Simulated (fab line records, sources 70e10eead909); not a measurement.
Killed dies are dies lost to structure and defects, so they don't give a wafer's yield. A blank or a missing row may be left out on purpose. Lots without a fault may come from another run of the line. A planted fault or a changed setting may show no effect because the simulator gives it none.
A struck lot beside a sound one | flow nand_harc | 39 steps out of a route of 1302
Sound: wafers L234.1, L234.3, L234.4. Struck: wafer L248.1. (L248.3, L248.6 of the same lot were not struck and are left out.) The cause comes at the end.
At each step with rows: each side's tool, then ch and its chambers, then its first start. Under that, the readings that differ: sound wafers | struck wafers | difference of the means | sigmas: that difference in standard deviations of wafers without a fault.
alike: readings whose means differ by less than 2 such deviations, and words and numbers that are the same on both sides. not compared: withheld readings, readings that some wafer has no value for, bounds like >300 that may hide the same value, and numbers for which the record gives no deviation and whose values overlap.
The two part at a step that has a row with sigmas, a row that says differs or no value, or rows on one side only. Numbers that don't overlap but have no deviation are shown without sigmas and don't part them. A reading that every wafer of one side lacks parts them only if that side has two wafers or more.

first, 8 steps without rows for these wafers: NHARC_A_STAIRCASE_EXPOSE_214 (exposes mask STAIR 3); NHARC_A_STAIRCASE_PEB_215 (peb time 130 s); NHARC_A_STAIRCASE_DEVELOP_216 (time 140 s); NHARC_A_STAIRCASE_HARDBAKE_218 (time 140 s); NHARC_A_STAIRCASE_DESCUM_219 (chemistry O2, time 3 s); NHARC_A_STAIRCASE_TRIM_220 (chemistry O2, time 211.2 s); NHARC_A_STAIRCASE_ETCH_221 (etches the open film in C4F8/O2, target depth 100 nm, time 40.5 s); NHARC_A_STAIRCASE_TRIM_222 (chemistry O2, time 211.2 s).
NHARC_A_STAIRCASE_ETCH_223: etches the open film in C4F8/O2, target depth 100 nm, time 40.5 s.
  sound on rie_diel-11 ch 1,2,3; struck on rie_diel-01 ch 0
  reading                | sound    | struck | difference | sigmas
  rf_hours_counter_h (h) | 52 52 44 | 54     | +5         |
  alike: oes_product_au, rf_vpp_V
then, 2 steps without rows for these wafers: NHARC_A_STAIRCASE_TRIM_224 (chemistry O2, time 211.2 s); NHARC_A_STAIRCASE_ETCH_225 (etches the open film in C4F8/O2, target depth 100 nm, time 40.5 s).
NHARC_A_STAIRCASE_TRIM_226: chemistry O2, time 211.2 s.
  sound on rie_diel-11 ch 1,2,3, day 18 06:38; struck on rie_diel-01 ch 3, day 23 21:44
  reading               | sound             | struck | difference | sigmas
  oes_product_au (a.u.) | 1.008 1.010 1.029 | 0.982  | -0.034     | -3
  alike: drypump_motor_current_A, mfc_ar_sccm, rf_vpp_V, showerhead_plenum_p_Torr, throttle_valve_pct
  not compared: rf_hours_counter_h
then, 2 steps without rows for these wafers: NHARC_A_STAIRCASE_ETCH_227 (etches the open film in C4F8/O2, target depth 100 nm, time 40.5 s); NHARC_A_STAIRCASE_TRIM_229 (chemistry O2, time 211.2 s).
NHARC_A_STAIRCASE_ETCH_230: etches the open film in C4F8/O2, target depth 100 nm, time 40.5 s.
  sound on rie_diel-01 ch 0,1,3; struck on rie_diel-01 ch 3
  reading                | sound   | struck | difference | sigmas
  rf_hours_counter_h (h) | 9 10 10 | 49     | +39        |
  alike: oes_product_au, rf_vpp_V
then, 1 step without rows for these wafers: NHARC_A_STAIRCASE_TRIM_231 (chemistry O2, time 211.2 s).
NHARC_A_STAIRCASE_ETCH_232: etches the open film in C4F8/O2, target depth 100 nm, time 40.5 s.
  sound on rie_diel-01 ch 0,2,3; struck on rie_diel-01 ch 1
  reading                | sound  | struck | difference | sigmas
  rf_hours_counter_h (h) | 10 7 9 | 58     | +49        |
  alike: oes_product_au, rf_vpp_V
then, 1 step without rows for these wafers: NHARC_A_STAIRCASE_TRIM_233 (chemistry O2, time 211.2 s).
NHARC_A_STAIRCASE_ETCH_234: etches the open film in C4F8/O2, target depth 100 nm, time 40.5 s.
  sound on rie_diel-01 ch 1,2,3; struck on rie_diel-01 ch 2
  reading                | sound  | struck | difference | sigmas
  rf_hours_counter_h (h) | 9 7 10 | 51     | +42        |
  alike: oes_product_au, rf_vpp_V
then, 1 step without rows for these wafers: NHARC_A_STAIRCASE_TRIM_235 (chemistry O2, time 211.2 s).
NHARC_A_STAIRCASE_ETCH_236: etches the open film in C4F8/O2, target depth 100 nm, time 40.5 s.
  sound on rie_diel-01 ch 0,1,3; struck on rie_diel-01 ch 1
  reading                | sound   | struck | difference | sigmas
  rf_hours_counter_h (h) | 10 9 10 | 58     | +48        |
  alike: oes_product_au, rf_vpp_V
then, 17 steps without rows for these wafers: NHARC_A_STAIRCASE_STRIP_238 (strips in O2); NHARC_A_STAIRCASE_STRIP_239 (strips in SPM, time 900 s); NHARC_A_STAIRCASE_PRECLEAN_240 (cleans in SC1); NHARC_A_STAIRCASE_SRD_241; NHARC_A_STAIRCASE_DEHYDRATE_242 (time 120 s); NHARC_A_STAIRCASE_HMDS_243 (time 30 s); NHARC_A_STAIRCASE_COAT_244; NHARC_A_STAIRCASE_SOFTBAKE_245 (time 170 s); NHARC_A_STAIRCASE_EBR_246; NHARC_A_STAIRCASE_EXPOSE_247 (exposes mask SDS 1); NHARC_A_STAIRCASE_PEB_248 (peb time 130 s); NHARC_A_STAIRCASE_DEVELOP_249 (time 140 s); NHARC_A_STAIRCASE_HARDBAKE_251 (time 140 s); NHARC_A_STAIRCASE_DESCUM_252 (chemistry O2, time 3 s); NHARC_A_STAIRCASE_ETCH_253 (etches the open film in C4F8/O2, target depth 50 nm, time 20.2 s); NHARC_A_STAIRCASE_STRIP_254 (strips in O2); NHARC_A_STAIRCASE_STRIP_255 (strips in SPM, time 900 s).
-- the record jumps here: 8 days lie between the struck wafers' starts before and after (it left off in module A_STAIRCASE and takes up again in module END, whose first step shown is number 1302 of the route) --
NHARC_END_SORT_01:
  the record has rows for the struck wafers here (prober-01 ch 0, day 31 19:35) and none for the sound ones

WHERE THEY PART
First at NHARC_A_STAIRCASE_TRIM_226; last, within this record, at NHARC_END_SORT_01.

WHY: what the simulator had put in
Chamber particle source: rie_diel-01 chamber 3, from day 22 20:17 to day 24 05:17, at NHARC_A_STAIRCASE_TRIM_226. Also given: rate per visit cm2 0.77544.
